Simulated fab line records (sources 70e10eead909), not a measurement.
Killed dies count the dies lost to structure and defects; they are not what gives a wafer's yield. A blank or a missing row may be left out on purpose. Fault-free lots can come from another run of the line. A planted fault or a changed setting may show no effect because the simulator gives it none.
Matching of chambers -- flow nand_harc -- 4 sister chambers for NHARC_A_CONTACT_ETCH_92 on rie_diel-03
The step etches the open film in CH3F/O2, target depth 40 nm, time 85.7 s. 22 wafers are shown with their chamber, then 11 later ones without.

## EACH WAFER AND ITS CHAMBER
wafer,chamber,showerhead_plenum_p_Torr (Torr),drypump_motor_current_A (A),rf_vpp_V (V)
L074.2,3,2.43,6.5,243.4
L074.4,2,2.30,6.2,243.7
L074.5,3,2.43,6.5,244.3
L078.3,3,2.43,6.6,243.5
L078.4,0,2.43,6.0,245.6
L078.5,0,2.43,6.0,243.5
L077.1,1,2.57,5.7,243.6
L077.2,3,2.43,6.6,244.3
L077.4,2,2.30,6.2,241.8
L085.3,3,2.42,6.6,243.8
L085.4,1,2.56,5.7,244.9
L085.5,2,2.30,6.2,243.3
L087.2,3,2.42,6.5,243.0
L087.5,2,2.29,6.2,242.5
L087.6,1,2.56,5.7,247.4
L088.1,1,2.56,5.7,245.7
L088.4,0,2.43,6.0,243.9
L088.5,2,2.29,6.2,242.2
L090.1,2,2.29,6.2,240.4
L090.2,1,2.56,5.7,245.0
L090.6,0,2.43,6.0,243.8
L089.1,3,2.42,6.6,243.1

SIGNATURES, as means of the wafers listed above
reading,chamber 0,chamber 1,chamber 2,chamber 3,scatter within a chamber
showerhead_plenum_p_Torr,2.4300,2.5620,2.2950,2.4257,0.00472
drypump_motor_current_A,6.000,5.700,6.200,6.557,0.0309
rf_vpp_V,244.200,245.320,242.317,243.629,1.03
Rule: distance of a wafer from a chamber = root of the sum over the readings of ((wafer's reading minus chamber's mean) / reading's scatter) squared. The wafer belongs to the nearest chamber; if the next one is less than 2 further off, it can't be placed. The scatter: the root of (the sum of the squares of (reading less its chamber's mean) over the shown wafers, divided by (wafers less chambers)).

## WAFERS WHOSE CHAMBER IS MISSING
wafer,showerhead_plenum_p_Torr (Torr),drypump_motor_current_A (A),rf_vpp_V (V)
L089.2,2.56,5.7,246.6
L089.4,2.29,6.1,243.3
L091.1,2.43,6.0,242.8
L091.2,2.42,6.6,243.4
L091.5,2.42,6.6,243.3
L094.1,2.56,5.7,244.8
L094.5,2.29,6.2,243.0
L094.6,2.43,6.0,244.7
L096.2,2.29,6.2,241.4
L096.4,2.43,6.0,244.4
L096.6,2.29,6.2,241.1

## WHICH CHAMBER EACH ONE RAN IN
wafer,from the rows above,in truth
L089.2,1,1
L089.4,2,2
L091.1,0,0
L091.2,3,3
L091.5,3,3
L094.1,1,1
L094.5,2,2
L094.6,0,0
L096.2,2,2
L096.4,0,0
L096.6,2,2
Placed correctly: 11 of 11. Number that these rows cannot place: 0. Number placed wrongly: 0.
